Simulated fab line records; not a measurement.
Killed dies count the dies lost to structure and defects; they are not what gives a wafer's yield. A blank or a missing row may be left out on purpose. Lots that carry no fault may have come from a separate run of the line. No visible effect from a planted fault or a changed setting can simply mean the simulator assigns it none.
Comparing a struck lot with a sound one | flow nandHarc | 14 out of 1159 route steps
Sound: these wafers, L807.1, L807.3, L807.6. The struck wafers were L816.3, L816.4, L816.5. The cause comes at the end.
Order at every step that has rows: each side's tool, ch and its chambers, its first start. Under that, the readings that differ: sound wafers | struck wafers | difference of the means | sigmas: that difference in standard deviations of wafers without a fault.
alike: readings whose means differ by less than 2 such deviations, and words and numbers that are the same on both sides. not compared: withheld readings, readings that some wafer has no value for, bounds like >300 that may hide the same value, and numbers for which the record gives no deviation and whose values overlap.
A row with sigmas, a row that says differs or no value, or rows on one side alone: a step with any of these is where the two part. Non-overlapping numbers with no deviation appear without sigmas and do not part them. A reading that every wafer of one side lacks parts them only if that side has two wafers or more.

first, 1 step without rows for these wafers: NHARC_A_ONON_D1_DEP_12 (target thk 1000 nm).
NHARC_A_ONON_D1_THK_MEAS_14: measures by ellipsometry.
  sound on filmMetro-01 at day 8 14:05; struck on filmMetro-02 at day 10 18:47
  alike: thkNm
then, 2 steps without rows for these wafers: NHARC_A_ONON_D1_ANNEAL_15 (time 3600 s); NHARC_A_ONON_D1_DEP_16 (target thk 1000 nm).
NHARC_A_ONON_D1_THK_MEAS_18: measures by ellipsometry.
  sound on filmMetro-02 at day 8 21:12; struck on filmMetro-01 at day 11 01:56
reading    | sound          | struck         | difference | sigmas
thkNm (nm) | 1001 1003 1001 | 1025 1025 1024 | +23        | +2
then, 1 step without rows for these wafers: NHARC_A_ONON_D1_DEP_19 (target thk 1000 nm).
NHARC_A_ONON_D1_THK_MEAS_21: measures by ellipsometry.
  sound on filmMetro-01 at day 8 21:46; struck on filmMetro-02 at day 11 02:30
  alike: thkNm
then, 1 step without rows for these wafers: NHARC_A_ONON_D1_DEP_22 (target thk 1000 nm).
NHARC_A_ONON_D1_THK_MEAS_24: measures by ellipsometry.
  sound on filmMetro-02 at day 8 22:19; struck on filmMetro-02 at day 11 03:04
  alike: thkNm
then, 1 step without rows for these wafers: NHARC_A_ONON_D1_DEP_25 (target thk 1000 nm).
NHARC_A_ONON_D1_THK_MEAS_27: measures by ellipsometry.
  sound on filmMetro-02 at day 8 22:53; struck on filmMetro-01 at day 11 03:41
  alike: thkNm
NHARC_A_ONON_D1_DEP_28: target thk 1000 nm.
  sound on pecvdOnon-01 ch 0, day 8 22:57; struck on pecvdOnon-03 ch 0, day 11 03:51
NHARC_A_ONON_D1_THK_MEAS_30: measures by ellipsometry.
  sound on filmMetro-02 at day 8 23:27; struck on filmMetro-01 at day 11 04:16
reading    | sound       | struck         | difference | sigmas
thkNm (nm) | 993 993 993 | 1045 1046 1047 | +53        | +5
NHARC_A_ONON_D1_DEP_33: deposits SiO2, target thk 200 nm.
  sound on pecvd-03 ch 0,1,2, day 8 23:30; struck on pecvd-02 ch 0,2, day 11 04:25
  alike: flowSccm, heaterPowerW, throttleValvePct

WHERE THEY PART
Last at NHARC_A_ONON_D1_THK_MEAS_30 as far as this record goes, first at NHARC_A_ONON_D1_THK_MEAS_18. Later steps at which nothing parts them and some readings are alike: NHARC_A_ONON_D1_DEP_33.

WHY: what had been put in by the simulator
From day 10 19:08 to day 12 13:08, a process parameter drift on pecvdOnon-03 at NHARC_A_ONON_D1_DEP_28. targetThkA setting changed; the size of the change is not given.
